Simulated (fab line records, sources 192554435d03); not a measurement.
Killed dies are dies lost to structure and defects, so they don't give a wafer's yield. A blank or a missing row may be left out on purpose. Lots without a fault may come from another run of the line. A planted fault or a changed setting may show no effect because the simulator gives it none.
Chamber matching | flow n5_finfet | N5_BEOL_M14_ETCH_67 on rie_diel-05: 4 sister chambers
The step etches SiARC in CF4, target depth 143 nm, time 238.3 s. 18 wafers are shown with their chamber, then 9 later ones without.

WAFERS WITH THEIR CHAMBER
wafer  | chamber | drypump_motor_current_A (A) | showerhead_plenum_p_Torr (Torr) | etch_rf_on_time_s (s)
L078.1 | 3       | 4.6                         | 2.25                            | 248
L078.2 | 1       | 5.6                         | 2.06                            | 228
L078.3 | 0       | 6.2                         | 2.07                            | 247
L078.4 | 2       | 5.6                         | 2.25                            | 230
L078.5 | 2       | 5.6                         | 2.25                            | 227
L078.6 | 1       | 5.7                         | 2.06                            | 228
L086.1 | 0       | 6.2                         | 2.06                            | 249
L086.3 | 3       | 4.6                         | 2.25                            | 251
L086.6 | 3       | 4.6                         | 2.25                            | 251
L087.1 | 1       | 5.7                         | 2.05                            | 233
L087.2 | 0       | 6.2                         | 2.06                            | 245
L087.3 | 2       | 5.6                         | 2.24                            | 229
L087.4 | 3       | 4.6                         | 2.25                            | 247
L087.5 | 2       | 5.6                         | 2.24                            | 230
L087.6 | 1       | 5.7                         | 2.05                            | 233
L089.2 | 1       | 5.6                         | 2.05                            | 232
L089.3 | 0       | 6.2                         | 2.06                            | 245
L089.4 | 3       | 4.6                         | 2.25                            | 247

SIGNATURES (means of the wafers above)
reading                  | chamber 0 | chamber 1 | chamber 2 | chamber 3 | scatter within a chamber
drypump_motor_current_A  | 6.200     | 5.660     | 5.600     | 4.600     | 0.0293
showerhead_plenum_p_Torr | 2.0625    | 2.0540    | 2.2450    | 2.2500    | 0.00459
etch_rf_on_time_s        | 246.50    | 230.80    | 229.00    | 248.80    | 2.08
Rule: a wafer's distance from a chamber is the root of the sum, over the readings, of the square of ((its reading less the chamber's mean) divided by the reading's scatter). The wafer belongs to the nearest chamber; if the next one is less than 2 further off, it can't be placed. The scatter: the root of (the sum of the squares of (reading less its chamber's mean) over the shown wafers, divided by (wafers less chambers)).

WAFERS WITHOUT THEIR CHAMBER
wafer  | drypump_motor_current_A (A) | showerhead_plenum_p_Torr (Torr) | etch_rf_on_time_s (s)
L090.1 | 5.7                         | 2.05                            | 230
L090.4 | 5.6                         | 2.24                            | 227
L090.5 | 6.2                         | 2.06                            | 245
L094.1 | 6.1                         | 2.05                            | 247
L094.2 | 4.6                         | 2.24                            | 247
L094.5 | 5.6                         | 2.23                            | 229
L097.2 | 5.6                         | 2.23                            | 227
L097.4 | 5.7                         | 2.05                            | 229
L097.5 | 6.2                         | 2.05                            | 246

WHICH CHAMBER EACH WENT THROUGH
wafer  | from the rows above | in truth
L090.1 | 1                   | 1
L090.4 | 2                   | 2
L090.5 | 0                   | 0
L094.1 | 0                   | 0
L094.2 | 3                   | 3
L094.5 | 2                   | 2
L097.2 | 2                   | 2
L097.4 | 1                   | 1
L097.5 | 0                   | 0
Placed correctly: 9 of 9. Can't be placed from these rows: 0. Placed wrongly: 0.
